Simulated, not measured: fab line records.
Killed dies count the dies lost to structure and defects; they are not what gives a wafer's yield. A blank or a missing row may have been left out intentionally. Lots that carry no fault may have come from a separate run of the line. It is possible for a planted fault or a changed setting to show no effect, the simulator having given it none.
fab line records | flow nand_harc
record: lots: 5 | wafers: 15 | last_day: 24
route steps=1159 shown A_BONDPAD@1067 HYBRID_BOND@1094 THIN_TSV@1101 END@1159
lots that met no fault: taken from a fault-free run of the same line
start_h: the number of hours between the record's first day and the start of the first shown wafer of the lot | wait_h: hours from the lot's prior step to this one | " as in the row above | L1.1+2: a single row standing in for several wafers | - no value, or no start was given | * or withheld: withheld | < > ~ a bound
route shown NAME@n: names a module that has steps shown in the file, with the first one's number in the route | usual: average and standard deviation across the fault-free wafers | same: alike in all rows | chamber/n: place in a boat | sites: the reading at each site | _std_site: the standard deviation of these | _edge_site: outer sites' mean less inner sites' | radius_mm: for every site, how far away it sits from the centre of the wafer | mask NAME#n: copy n | behind: the tool/chamber that last shaped the wafer | hold: the reason the lot was held/the length of the hold in hours/how it ended | device: names the non-switching transistor (n, p or np) | end of line: the tests these same wafers got at the end of their route | a step with no rows: only its recipe | killed: not the wafer's yield, but the dies lost to structure and defects at the first sort | map: a wafer's dies, marking killed ones x, the rest . and places with no die _
set.NAME: the setting the step ran with; set.NAME@STEP: the setting that earlier step ran with | model.NAME: the simulator's own value behind a step, which no gauge read
a table for each step, a row for each wafer; lots at some steps of the route
services: a tool's chamber out of use, with start hour (start_h, from the record's first day; less than 0 if before it), hours out, and reason
== steps ==
step: NHARC_A_BONDPAD_SOFTBAKE_04
recipe: temp_c: 125 | time_s: 70
step: NHARC_A_BONDPAD_EBR_05
step: NHARC_A_BONDPAD_EXPOSE_06
recipe: na: 0.55 | dose_mj: 36.99 | mask_id: A_BPAD
step: NHARC_A_BONDPAD_PEB_07
recipe: peb_temp_c: 128 | peb_time_s: 80
step: NHARC_A_BONDPAD_DEVELOP_08
recipe: time_s: 50 | dev_temp_c: 22
step: NHARC_A_BONDPAD_CD_MEAS_09
recipe: target_cd_nm: 500 | landing_energy_ev: 500
usual: cd_nm: 500.9/2.9
lot.wafer | tool      | chamber | start_h | wait_h | cd_nm
L676.3    | cd_sem-01 | 0       | 424.74  | -      | 501.3
L676.4    | "         | 0       | "       | "      | 499.1
L676.6    | "         | 0       | "       | "      | 496.9
L679.1    | cd_sem-02 | 0       | 460.68  | -      | 500.7
L679.2    | "         | 0       | "       | "      | 503.5
L679.6    | "         | 0       | "       | "      | 503.9
L682.4    | cd_sem-01 | 0       | 466.87  | -      | 503.2
L682.5    | "         | 0       | "       | "      | 504.4
L682.6    | "         | 0       | "       | "      | 499.4
L684.2    | cd_sem-01 | 0       | 473.16  | -      | 500.1
L684.3    | "         | 0       | "       | "      | 496.9
L684.5    | "         | 0       | "       | "      | 502.3
L694.2    | cd_sem-03 | 0       | 542.89  | -      | 497.5
L694.3    | "         | 0       | "       | "      | 500.4
L694.4    | "         | 0       | "       | "      | 503.7
step: NHARC_A_BONDPAD_OVL_MEAS_35
usual: overlay_x_nm: 0/4.6 | overlay_y_nm: 0/5.4
lot.wafer | tool       | chamber | start_h | wait_h | overlay_x_nm | overlay_y_nm
L676.3    | overlay-01 | -       | 424.82  | -      | -5           | 8
L676.4    | "          | -       | "       | "      | -4           | 8
L676.6    | "          | -       | "       | "      | -5           | 8
L679.1    | overlay-02 | -       | 460.77  | -      | -7           | -3
L679.2    | "          | -       | "       | "      | -6           | -3
L679.6    | "          | -       | "       | "      | -6           | -2
L682.4    | overlay-02 | -       | 466.95  | -      | -3           | 2
L682.5    | "          | -       | "       | "      | -2           | 2
L682.6    | "          | -       | "       | "      | -3           | 1
L684.2    | overlay-02 | -       | 473.25  | -      | 1            | 4
L684.3    | "          | -       | "       | "      | 1            | 4
L684.5    | "          | -       | "       | "      | 1            | 3
L694.2    | overlay-02 | -       | 542.98  | -      | 2            | 0
L694.3    | "          | -       | "       | "      | 3            | 0
L694.4    | "          | -       | "       | "      | 2            | 1
step: NHARC_A_BONDPAD_HARDBAKE_10
recipe: temp_c: 118 | time_s: 65
step: NHARC_A_BONDPAD_DESCUM_11
recipe: time_s: 3 | o2_flow_sccm: 200 | ar_flow_sccm: 0 | bias_power_w: 0 | chemistry: O2
step: NHARC_A_BONDPAD_ETCH_34
recipe: target_depth_a: 600 | overetch_a: 180 | time_s: 65.91 | ion_energy_ev: 200 | n2_flow_sccm: 150 | h2_flow_sccm: 150 | ar_flow_sccm: 0 | rf_w: 400 | bias_w: 150 | chemistry: N2/H2
usual: chamber_pressure_mTorr: 30.000/0.03 | drypump_motor_current_A: 5.7/0.6 | oes_product_au: 0.996/0.018 | rf_fwd_power_W: 396.0/1.4 | rf_vpp_V: 430.9/2.8 | showerhead_plenum_p_Torr: 2.05/0.098 | throttle_valve_pct: 14.172/0.0093
lot.wafer | tool        | chamber | start_h | wait_h | chamber_pressure_mTorr | drypump_motor_current_A | oes_product_au | rf_fwd_power_W | rf_hours_counter_h | rf_vpp_V | showerhead_plenum_p_Torr | throttle_valve_pct
L676.3    | rie_diel-02 | 3       | 425.04  | 0.1    | 29.934                 | 6.8                     | 0.976          | 399.0          | 4                  | 433.4    | 2.13                     | 14.157
L676.4    | "           | 0       | "       | "      | 30.034                 | 5.5                     | 0.990          | 393.9          | 4                  | 434.4    | 2.19                     | 14.178
L676.6    | "           | 2       | "       | "      | 29.988                 | 5.3                     | 1.029          | 394.5          | -                  | 429.5    | 2.00                     | 14.159
L679.2    | rie_diel-02 | 3       | 461.08  | 0.1    | 30.027                 | 6.8                     | 0.974          | 396.7          | 5                  | 434.0    | 2.13                     | 14.184
L679.1    | "           | 0       | "       | "      | 29.996                 | 5.5                     | 0.989          | 395.9          | 5                  | 434.8    | 2.19                     | 14.171
L679.6    | "           | 3       | "       | "      | 30.011                 | 6.8                     | 0.982          | 397.6          | -                  | 434.7    | 2.13                     | 14.170
L682.4    | rie_diel-02 | 2       | 467.15  | 0.1    | 29.999                 | 5.3                     | 1.023          | 395.9          | 6                  | 429.9    | 2.00                     | 14.161
L682.5    | "           | 2       | "       | "      | 29.968                 | 5.3                     | 1.026          | 393.9          | -                  | 428.5    | 2.00                     | 14.185
L682.6    | "           | 3       | "       | "      | 30.019                 | 6.7                     | 0.990          | 398.2          | -                  | 432.2    | 2.13                     | 14.163
L684.2    | rie_diel-02 | 1       | 473.47  | 0.1    | 30.016                 | 5.2                     | 1.008          | 397.0          | 6                  | 428.7    | 1.95                     | 14.175
L684.3    | "           | 0       | "       | "      | 29.977                 | 5.5                     | 0.975          | 395.0          | 6                  | 435.3    | 2.19                     | 14.169
L684.5    | "           | 1       | "       | "      | 29.994                 | 5.1                     | 0.994          | 397.1          | -                  | 427.0    | 1.95                     | 14.176
L694.4    | rie_diel-13 | 2       | 543.20  | 0.1    | 29.960                 | 5.0                     | 1.010          | 398.9          | 32                 | 429.9    | 1.97                     | 14.174
L694.3    | "           | 3       | "       | "      | 29.991                 | 6.1                     | 0.958          | 394.8          | 33                 | 434.1    | 2.16                     | 14.176
L694.2    | "           | 0       | "       | "      | 29.972                 | 6.2                     | 0.983          | 394.7          | 31                 | 426.3    | 1.90                     | 14.178
step: NHARC_A_BONDPAD_ETCH_12
recipe: target_depth_a: 2200 | time_s: 110 | chf3_flow_sccm: 50 | o2_flow_sccm: 10 | ar_flow_sccm: 200 | rf_w: 500 | bias_w: 200 | chemistry: CHF3/O2
step: NHARC_A_BONDPAD_CD_MEAS_13
usual: cd_nm: 500/3.1
lot.wafer | tool      | chamber | start_h | wait_h | cd_nm
L676.3    | cd_sem-03 | -       | 425.27  | -      | 500
L676.4    | "         | -       | "       | "      | 498
L676.6    | "         | -       | "       | "      | 497
L679.1    | cd_sem-01 | -       | 461.31  | -      | 501
L679.2    | "         | -       | "       | "      | 503
L679.6    | "         | -       | "       | "      | 503
L682.4    | cd_sem-01 | -       | 467.41  | -      | 502
L682.5    | "         | -       | "       | "      | 503
L682.6    | "         | -       | "       | "      | 497
L684.2    | cd_sem-01 | -       | 473.74  | -      | 497
L684.3    | "         | -       | "       | "      | 495
L684.5    | "         | -       | "       | "      | 500
L694.2    | cd_sem-02 | -       | 543.43  | -      | 497
L694.3    | "         | -       | "       | "      | 498
L694.4    | "         | -       | "       | "      | 503
step: NHARC_A_BONDPAD_STRIP_15
recipe: o2_flow_sccm: 500 | ar_flow_sccm: 0 | bias_w: 0 | chemistry: O2
usual: chamber_pressure_mTorr: 60.00/0.054 | drypump_motor_current_A: 5.7/0.61 | oes_product_au: 0.997/0.016 | rf_vpp_V: 57.8/0.91 | showerhead_plenum_p_Torr: 3.56/0.15 | throttle_valve_pct: 17.036/0.009
lot.wafer | tool        | chamber | start_h | wait_h | chamber_pressure_mTorr | drypump_motor_current_A | oes_product_au | rf_hours_counter_h | rf_vpp_V | showerhead_plenum_p_Torr | throttle_valve_pct
L676.4    | rie_diel-13 | 2       | 425.35  | 0.1    | 60.01                  | 5.0                     | 0.979          | 57                 | 56.7     | 3.44                     | 17.029
L676.3    | "           | 0       | "       | "      | 59.99                  | 6.2                     | 1.019          | 47                 | 56.8     | 3.33                     | 17.026
L676.6    | "           | 2       | "       | "      | 60.04                  | 5.0                     | 0.985          | -                  | 57.6     | 3.44                     | 17.049
L679.1    | rie_diel-02 | 0       | 461.40  | 0.1    | 59.98                  | 5.5                     | 0.981          | 5                  | 58.4     | 3.76                     | 17.036
L679.2    | "           | 2       | "       | "      | 60.03                  | 5.3                     | 1.018          | 5                  | 57.3     | 3.47                     | 17.036
L679.6    | "           | 0       | "       | "      | 59.91                  | 5.5                     | 0.977          | -                  | 58.7     | 3.76                     | 17.038
L682.4    | rie_diel-02 | 1       | 467.52  | 0.1    | 60.03                  | 5.2                     | 1.006          | 6                  | 56.5     | 3.38                     | 17.038
L682.6    | "           | 2       | "       | "      | 59.96                  | 5.3                     | 1.014          | -                  | 57.0     | 3.47                     | 17.050
L682.5    | "           | 3       | "       | "      | 60.00                  | 6.8                     | 0.976          | -                  | 58.5     | 3.66                     | 17.029
L684.3    | rie_diel-02 | 2       | 473.83  | 0.1    | 59.99                  | 5.3                     | 1.009          | 6                  | 57.1     | 3.47                     | 17.035
L684.2    | "           | 0       | "       | "      | 60.01                  | 5.5                     | 0.976          | 6                  | 58.0     | 3.76                     | 17.033
L684.5    | "           | 0       | "       | "      | 60.07                  | 5.5                     | 0.976          | -                  | 59.3     | 3.76                     | 17.027
L694.4    | rie_diel-03 | 1       | 543.50  | 0.1    | 59.94                  | 5.4                     | 1.015          | 29                 | 58.9     | 3.73                     | 17.057
L694.2    | "           | 2       | "       | "      | 60.01                  | 5.8                     | 1.002          | 29                 | 58.5     | 3.53                     | 17.037
L694.3    | "           | 0       | "       | "      | 60.03                  | 5.9                     | 0.994          | 24                 | 57.1     | 3.42                     | 17.037
step: NHARC_A_BONDPAD_ETCH_24
recipe: target_depth_a: 300 | over_etch_frac: 0.3 | time_s: 72.99 | ion_energy_ev: 150 | cf4_flow_sccm: 50 | n2_flow_sccm: 100 | ar_flow_sccm: 150 | rf_w: 300 | bias_w: 100 | chemistry: CF4/N2
step: NHARC_A_BONDPAD_STRIP_16
recipe: time_s: 600 | temp_c: 30 | chemistry: post_etch_residue_remover
step: NHARC_A_BONDPAD_DEGAS_25
recipe: temp_c: 300 | time_s: 60
step: NHARC_A_BONDPAD_PRE_CLEAN_26
recipe: time_s: 30 | temp_c: 280 | gas: H2/He
usual: heater_power_w: 427/31
lot.wafer | tool           | chamber | start_h | wait_h | heater_power_w
L676.4    | pvd_sputter-03 | -       | -       | -      | 484
L676.3    | "              | -       | "       | "      | 419
L676.6    | "              | -       | "       | "      | 403
L679.2    | pvd_sputter-01 | -       | -       | -      | 435
L679.1    | "              | -       | "       | "      | 418
L679.6    | "              | -       | "       | "      | 438
L682.4    | pvd_sputter-01 | -       | -       | -      | 447
L682.5    | "              | -       | "       | "      | 436
L682.6    | "              | -       | "       | "      | 424
L684.3    | pvd_sputter-03 | -       | -       | -      | 469
L684.2    | "              | -       | "       | "      | 416
L684.5    | "              | -       | "       | "      | 460
L694.2    | pvd_sputter-03 | -       | -       | -      | 401
L694.3    | "              | -       | "       | "      | 459
L694.4    | "              | -       | "       | "      | 448
step: NHARC_A_BONDPAD_PVD_17
recipe: target_thk_a: 50 | bias_v: 168.6 | power_w: 15000 | chamber_pressure_pa: 0.12 | time_s: 8.06 | substrate_temp_c: 50 | material: TaN
step: NHARC_A_BONDPAD_PVD_27
recipe: target_thk_a: 300 | chamber_pressure_pa: 5 | power_w: 5000 | substrate_temp_c: 30 | time_s: 20.49 | material: Cu
step: NHARC_A_BONDPAD_ECD_18
recipe: target_thk_a: 4000 | bath_temp_c: 25 | material: Cu
step: NHARC_A_BONDPAD_ANNEAL_28
recipe: temp_c: 225 | time_s: 90
usual: wafer_temp_C_max: 226.0/0.41
lot.wafer | tool          | chamber | start_h | wait_h | wafer_temp_C_max
L676.3    | rtp_anneal-02 | 0       | 426.85  | 0.3    | 226.1
L676.4    | "             | 0       | "       | "      | 225.9
L676.6    | "             | 0       | "       | "      | 225.7
L679.1    | rtp_anneal-01 | 0       | 462.93  | -      | 226.4
L679.2    | "             | 0       | "       | "      | 226.2
L679.6    | "             | 0       | "       | "      | 226.8
L682.4    | rtp_anneal-01 | 0       | 468.93  | 0.4    | 226.4
L682.5    | "             | 0       | "       | "      | 226.4
L682.6    | "             | 0       | "       | "      | 226.4
L684.2    | rtp_anneal-01 | 0       | 475.20  | 0.3    | 226.3
L684.3    | "             | 0       | "       | "      | 226.2
L684.5    | "             | 0       | "       | "      | 225.9
L694.2    | rtp_anneal-01 | 0       | 544.83  | -      | 226.4
L694.3    | "             | 0       | "       | "      | 226.4
L694.4    | "             | 0       | "       | "      | 226.5
step: NHARC_A_BONDPAD_CMP_19
recipe: t_overpolish_s: 30 | cu_recess_touch_s: 16 | target_thk_nm: 169.8
step: NHARC_A_BONDPAD_THK_MEAS_20
recipe: thk_meas_gauge: xrf
usual: thk_nm: 169.9/1.7
lot.wafer | tool          | chamber | start_h | wait_h | thk_nm
L676.3    | film_metro-02 | -       | 427.42  | -      | 171.1
L676.4    | "             | -       | "       | "      | 169.9
L676.6    | "             | -       | "       | "      | 170.8
L679.1    | film_metro-01 | -       | 463.62  | -      | 171.8
L679.2    | "             | -       | "       | "      | 171.5
L679.6    | "             | -       | "       | "      | 168.3
L682.4    | film_metro-01 | -       | 469.44  | -      | 168.3
L682.5    | "             | -       | "       | "      | 168.2
L682.6    | "             | -       | "       | "      | 170.2
L684.2    | film_metro-02 | -       | 475.84  | -      | 169.5
L684.3    | "             | -       | "       | "      | 172.7
L684.5    | "             | -       | "       | "      | 172.1
L694.2    | film_metro-02 | -       | 545.45  | -      | 167.3
L694.3    | "             | -       | "       | "      | 170.9
L694.4    | "             | -       | "       | "      | 173.0
step: NHARC_A_BONDPAD_SRD_21
recipe: time_s: 30 | temp_c: 23 | dry_time_s: 20 | spin_rpm: 1500
step: NHARC_HYBRID_BOND_ACTIVATE_00
recipe: time_s: 60 | n2_flow_sccm: 200 | ar_flow_sccm: 0 | bias_power_w: 0 | chemistry: N2
usual: drypump_motor_current_A: 5.7/0.34 | oes_product_au: 0.996/0.012 | rf_vpp_V: 64.3/0.91 | showerhead_plenum_p_Torr: 1.78/0.078
same: bias_power_w: 0
lot.wafer | tool        | chamber | start_h | wait_h | drypump_motor_current_A | oes_product_au | rf_hours_counter_h | rf_vpp_V | showerhead_plenum_p_Torr
L676.4    | rie_diel-04 | 2       | 427.70  | 0.1    | 5.4                     | 0.995          | 11                 | 63.9     | 1.80
L676.3    | "           | 3       | "       | "      | 5.8                     | 0.983          | 12                 | 64.6     | 1.79
L676.6    | "           | 0       | "       | "      | 6.2                     | 0.983          | -                  | 64.1     | 1.89
L679.1    | rie_diel-04 | 1       | 463.92  | 0.1    | 5.7                     | 1.001          | 14                 | 63.5     | 1.79
L679.2    | "           | 2       | "       | "      | 5.4                     | 0.997          | 16                 | 65.2     | 1.79
L679.6    | "           | 1       | "       | "      | 5.7                     | 0.993          | -                  | 64.4     | 1.79
L682.4    | rie_diel-05 | 1       | 469.94  | 0.2    | 6.5                     | 1.013          | 47                 | 63.1     | 1.84
L682.5    | "           | 0       | "       | "      | 5.4                     | 0.994          | -                  | 65.1     | 1.67
L682.6    | "           | 1       | "       | "      | 6.5                     | 1.019          | -                  | 64.0     | 1.84
L684.2    | rie_diel-05 | 2       | 476.11  | 0.1    | 6.1                     | 1.019          | 49                 | 64.2     | 1.70
L684.3    | "           | 3       | "       | "      | 5.8                     | 0.994          | 41                 | 64.2     | 1.69
L684.5    | "           | 2       | "       | "      | 6.1                     | 1.008          | -                  | 64.6     | 1.70
L694.4    | rie_diel-04 | 3       | 545.75  | 0.1    | 5.8                     | 1.005          | 7                  | 64.2     | 1.79
L694.3    | "           | 0       | "       | "      | 6.2                     | 0.968          | 7                  | 64.7     | 1.89
L694.2    | "           | 1       | "       | "      | 5.7                     | 0.993          | 7                  | 64.5     | 1.79
step: NHARC_HYBRID_BOND_PRECLEAN_01
recipe: time_s: 300 | temp_c: 23 | chemistry: DIW
step: NHARC_HYBRID_BOND_SRD_02
recipe: time_s: 30 | temp_c: 23 | dry_time_s: 20 | spin_rpm: 1500
step: NHARC_HYBRID_BOND_BOND_03
recipe: temp_c: 25
step: NHARC_HYBRID_BOND_ANNEAL_04
recipe: temp_c: 300 | time_s: 7200 | ramp_up_c_per_min: 5 | ramp_down_c_per_min: 3 | idle_temp_c: 100 | pressure_atm: 1
step: NHARC_HYBRID_BOND_OVL_MEAS_05
usual: overlay_x_nm: -2/34 | overlay_y_nm: -2/33
lot.wafer | tool       | chamber | start_h | wait_h | overlay_x_nm | overlay_y_nm
L676.3    | overlay-02 | -       | 440.76  | 0.4    | 59           | -14
L676.4    | "          | -       | "       | "      | 7            | 13
L676.6    | "          | -       | "       | "      | 42           | -42
L679.1    | overlay-02 | -       | 476.95  | 0.4    | 33           | -4
L679.2    | "          | -       | "       | "      | -52          | 5
L679.6    | "          | -       | "       | "      | -51          | -14
L682.4    | overlay-01 | -       | 476.98  | 0.4    | -19          | 11
L682.5    | "          | -       | "       | "      | -16          | -27
L682.6    | "          | -       | "       | "      | 16           | -46
L684.2    | overlay-01 | -       | 485.05  | 0.4    | -48          | -4
L684.3    | "          | -       | "       | "      | -31          | 73
L684.5    | "          | -       | "       | "      | -7           | -51
L694.2    | overlay-02 | -       | 556.05  | 0.4    | -37          | -31
L694.3    | "          | -       | "       | "      | 34           | 38
L694.4    | "          | -       | "       | "      | 26           | -93
step: NHARC_THIN_TSV_GRIND_00
recipe: target_thk_um: 6
step: NHARC_THIN_TSV_CMP_01
recipe: target_thk_um: 3
usual: motor_current_A: 12.0/1.1
lot.wafer | tool   | chamber | start_h | wait_h | motor_current_A
L676.3    | cmp-04 | 2       | 442.19  | 0.6    | 12.2
L676.4    | "      | 3       | "       | "      | 10.0
L676.6    | "      | 3       | "       | "      | 10.0
L679.2    | cmp-02 | 1       | 478.39  | 0.8    | 12.5
L679.1    | "      | 2       | "       | "      | 12.5
L679.6    | "      | 1       | "       | "      | 11.9
L682.4    | cmp-02 | 0       | 483.29  | 0.5    | 12.8
L682.5    | "      | 1       | "       | "      | 12.2
L682.6    | "      | 2       | "       | "      | 12.4
L684.3    | cmp-02 | 3       | 488.84  | 0.6    | 13.1
L684.2    | "      | 0       | "       | "      | 12.5
L684.5    | "      | 3       | "       | "      | 12.4
L694.2    | cmp-03 | 1       | 557.48  | 0.8    | 13.5
L694.3    | "      | 2       | "       | "      | 9.9
L694.4    | "      | 3       | "       | "      | 10.3
step: NHARC_THIN_TSV_THK_MEAS_02
recipe: thk_meas_gauge: ir
usual: thk_nm: 2959/260
lot.wafer | tool          | chamber | start_h | wait_h | thk_nm
L676.3    | film_metro-01 | -       | 442.45  | 0.2    | 2972
L676.4    | "             | -       | "       | "      | 2908
L676.6    | "             | -       | "       | "      | 3024
L679.1    | film_metro-02 | -       | 478.62  | -      | 3426
L679.2    | "             | -       | "       | "      | 3449
L679.6    | "             | -       | "       | "      | 3388
L682.4    | film_metro-02 | -       | 483.48  | -      | 3433
L682.5    | "             | -       | "       | "      | 3015
L682.6    | "             | -       | "       | "      | 3370
L684.2    | film_metro-01 | -       | 489.11  | 0.2    | 2840
L684.3    | "             | -       | "       | "      | 2739
L684.5    | "             | -       | "       | "      | 2727
L694.2    | film_metro-02 | -       | 557.72  | -      | 3044
L694.3    | "             | -       | "       | "      | 2746
L694.4    | "             | -       | "       | "      | 2934
step: NHARC_THIN_TSV_SRD_03
step: NHARC_THIN_TSV_PRECLEAN_41
recipe: time_s: * | temp_c: 50 | bath_age_min: 0 | chemistry: SC1
step: NHARC_THIN_TSV_SRD_42
step: NHARC_THIN_TSV_DEP_43
recipe: target_thk_a: 13285 | temp_c: withheld | pressure_torr: 6.5 | rf_w: 900 | teos_flow_sccm: 161.4 | flow_sccm: 2650 | target_thk_nm: 1328.5 | gas: O2 | material: SiO2
step: NHARC_THIN_TSV_DEHYDRATE_04
recipe: temp_c: 150 | time_s: 120
step: NHARC_END_SORT_01
recipe: temp_c: 25
usual: defect_limited_yield: 95.3/1.6 | killed_at_array: 27/11 | killed_at_other: 0.7/1.1 | killed_at_periphery: 3.6/2.4 | killed_dies: 32/11 | killed_open: 3.3/1.8 | killed_short: 2.1/1.5 | sort_bin_2_pct: 1.4/0.64 | sort_bin_3_pct: 0.29/0.22 | sort_bin_4_pct: 3.0/1.1 | sort_n_pass: 645/11 | sort_rim_yield_pct: 95/3.5 | sort_yield_pct: 95.3/1.6
same: gross_dies: 677 | sort_bin_5_pct[%]: 0 | sort_bin_6_pct[%]: 0 | sort_bin_7_pct[%]: 0 | sort_bin_8_pct[%]: 0 | sort_rim_n_gross: 106.00
lot.wafer | tool      | chamber | start_h | wait_h | defect_limited_yield[%] | killed_at_array | killed_at_other | killed_at_periphery | killed_dies | killed_open | killed_short | sort_bin_2_pct[%] | sort_bin_3_pct[%] | sort_bin_4_pct[%] | sort_n_pass | sort_rim_yield_pct[%] | sort_yield_pct[%]
L679.1    | prober-01 | 0       | 494.46  | 2.6    | 96.8                    | 19              | 0               | 3                   | 22          | 2           | 1            | 1.2               | 0                 | 2.1               | 655         | 94                    | 96.8
L679.2    | prober-01 | 0       | 495.25  | 2.8    | 95.7                    | 27              | 1               | 1                   | 29          | 2           | 0            | 1.2               | 0.15              | 3.0               | 648         | 97                    | 95.7
L679.6    | prober-01 | 0       | 498.39  | 3.9    | 94.8                    | 30              | 0               | 5                   | 35          | 9           | 1            | 2.1               | 0.44              | 2.7               | 642         | 92                    | 94.8
L682.4    | prober-01 | 0       | 504.58  | 3.4    | 94.7                    | 31              | 0               | 5                   | 36          | 3           | 4            | 1.8               | 0.89              | 2.7               | 641         | 87                    | 94.7
L682.5    | prober-01 | 0       | 505.38  | 3.7    | 93.9                    | 41              | 0               | 0                   | 41          | 4           | 2            | 1.9               | 0.30              | 3.8               | 636         | 97                    | 93.9
L682.6    | prober-01 | 0       | 506.18  | 4.0    | 94.8                    | 32              | 0               | 3                   | 35          | 6           | 3            | 1.5               | 0.74              | 3.0               | 642         | 87                    | 94.8
L684.3    | prober-01 | 0       | 519.37  | 3.1    | 84.0                    | 107             | 0               | 1                   | 108         | 4           | 2            | 8.0               | 2.81              | 5.2               | 569         | 87                    | 84.0
killed by level:class
L679.1 A_STAIRCASE:chamber_film_flake=5 A_SLIT:chamber_film_flake=5 A_CHANNEL_HOLE_D1:chamber_film_flake=3 A_CONTACT:chamber_film_flake=3 P_ZERO_WELL:chamber_film_flake=2 A_CHANNEL_FILL_D1:geometric_particle:short=1 A_SGD_CUT:geometric_particle:open=1 A_CONTACT:geometric_particle:open=1
L679.2 A_SLIT:chamber_film_flake=10 A_STAIRCASE:chamber_film_flake=8 A_CHANNEL_HOLE_D1:chamber_film_flake=4 A_CONTACT:chamber_film_flake=3 A_CONTACT:geometric_particle:open=1 P_CONTACT:chamber_film_flake=1 STARTING-WAFER:geometric_particle:open=1 A_CHANNEL_FILL_D1:chamber_film_flake=1
L679.6 A_SLIT:chamber_film_flake=11 A_STAIRCASE:chamber_film_flake=4 A_CONTACT:geometric_particle:open=3 A_CHANNEL_HOLE_D1:chamber_film_flake=3 A_CONTACT:chamber_film_flake=3 P_STI:geometric_particle:open=1 P_M0:geometric_particle:open=1 A_SOURCE_PLATE:geometric_particle:open=1
L682.4 A_CHANNEL_HOLE_D1:chamber_film_flake=12 A_SLIT:chamber_film_flake=9 A_STAIRCASE:chamber_film_flake=3 A_CONTACT:geometric_particle:short=2 P_STI:chamber_film_flake=2 P_GATE:geometric_particle:open=1 P_CONTACT:geometric_particle:open=1 P_M2:geometric_particle:short=1
L682.5 A_CHANNEL_HOLE_D1:chamber_film_flake=18 A_SLIT:chamber_film_flake=12 A_STAIRCASE:chamber_film_flake=5 A_CONTACT:geometric_particle:open=2 A_SOURCE_PLATE:geometric_particle:open=1 A_ONON_D1:geometric_particle:open=1 A_WL_FILL:geometric_particle:short=1 A_CONTACT:geometric_particle:short=1
L682.6 A_CHANNEL_HOLE_D1:chamber_film_flake=14 A_SLIT:chamber_film_flake=7 A_ONON_D1:geometric_particle:open=3 A_STAIRCASE:chamber_film_flake=2 P_CONTACT:geometric_particle:short=1 P_M0:geometric_particle:open=1 P_M1:geometric_particle:open=1 A_CHANNEL_HOLE_D1:geometric_particle:short=1
L684.3 A_BONDPAD:unspecified=76 A_CHANNEL_HOLE_D1:chamber_film_flake=17 A_CHANNEL_FILL_D1:geometric_particle:open=3 A_WL_FILL:chamber_film_flake=3 A_CONTACT:chamber_film_flake=3 A_STAIRCASE:chamber_film_flake=2 A_WL_FILL:geometric_particle:short=1 A_M1:geometric_particle:open=1
map L684.3 (x killed, . not)
____________.____________
_________......._________
_______..........._______
______..x..........______
_____..............._____
____.................____
____..x..............____
___...................___
___...................___
__.....................__
__.....................__
_x......................_
_......................._
_................x......_
_....................x.._
_......................._
......x...........x......
xx.......................
.x...............x.......
xxx...............x......
..x..................x...
_xx....................._
_.xx...........x.x......_
_xx.x......x..x.xx......_
_xx...........xxxxxx...._
_..x.....x....xxxxx.x..._
__...x....x.xxxxxxxx...__
__..x........xxxxxxx...__
___......x.xxxxxxxx...___
___..........xxxxxxx..___
____........xxxxxxxx.____
____........x.xxxxxx.____
_____.........xxxxxx_____
______.........x.xx______
_______.......xxxx_______
_________......._________
____________.____________
map L682.5 (x killed, . not)
____________.____________
_________......._________
_______..........._______
______.............______
_____...........x..._____
____.................____
____.................____
___...................___
___...................___
__....x................__
__...x.................__
_...xx.................._
_.x...xx........x......._
_......................._
_...x..x....x.........x._
_.....xx................_
..x..x........x..........
.........................
.x.......................
.........................
.........................
_......................._
_......................._
_......................._
_..............x........_
_.............x........._
__...x.......x.........__
__.....x..x..xx........__
___............x......___
___..........x.xx.....___
____..........xx.x..x____
____........x........____
_____.........x.x..._____
______.........x.x.______
_______........x.._______
_________......._________
____________.____________
== services ==
tool           | chamber | start_h | hours | kind
rie_diel-05    | 0       | 410.14  | 35.9  | repair
rie_diel-05    | -       | 420.80  | 0.5   | repair
cmp-03         | -       | 421.20  | 0.4   | repair
cmp-04         | -       | 421.29  | 1.1   | repair
cmp-02         | -       | 424.41  | 4.0   | pm
cmp-04         | -       | 427.32  | 1.1   | repair
cmp-02         | -       | 429.89  | 0.8   | repair
rie_diel-04    | 1       | 436.02  | 14.3  | repair
rie_diel-13    | -       | 453.05  | 9.0   | pm
cmp-02         | -       | 455.94  | 0.7   | repair
rie_diel-04    | -       | 465.90  | 9.0   | pm
cmp-02         | -       | 470.17  | 5.5   | repair
rie_diel-02    | 3       | 473.09  | 1.6   | repair
cmp-02         | -       | 480.76  | 0.5   | repair
rie_diel-13    | 3       | 489.67  | 2.4   | repair
pvd_sputter-03 | -       | 498.34  | 10.0  | pm
rie_diel-04    | -       | 503.97  | 1.7   | repair
rie_diel-02    | -       | 504.70  | 9.0   | pm
pvd_sputter-01 | -       | 514.00  | 10.0  | pm
rie_diel-05    | -       | 517.67  | 9.0   | pm
cmp-02         | -       | 522.41  | 4.0   | pm
rie_diel-13    | 0       | 525.76  | 2.4   | repair
rie_diel-05    | 3       | 544.45  | 13.8  | repair
rie_diel-13    | 1       | 545.22  | 10.3  | repair
== key ==
first_sign: step: NHARC_END_SORT_01 | reading: killed_at_array | direction: up | sigmas: 7.4 | usual: 27 | struck: 107
effect: step: NHARC_END_SORT_01 | reading: defect_limited_yield | direction: down | sigmas: 6.9 | usual: 95.3 | struck: 84.0
more_kills_born_at: NHARC_A_BONDPAD_STRIP_15@rie_diel-02: 76
met_at NHARC_A_BONDPAD_STRIP_15
struck_wafers L684.3
onset_between 467.52 473.83
fault: kind: chamber_particle_source | tool: rie_diel-02 | chamber: 2 | onset_h: 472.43 | steps: NHARC_A_BONDPAD_STRIP_15 | rate_per_visit_cm2: 0.78644 | end_h: 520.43
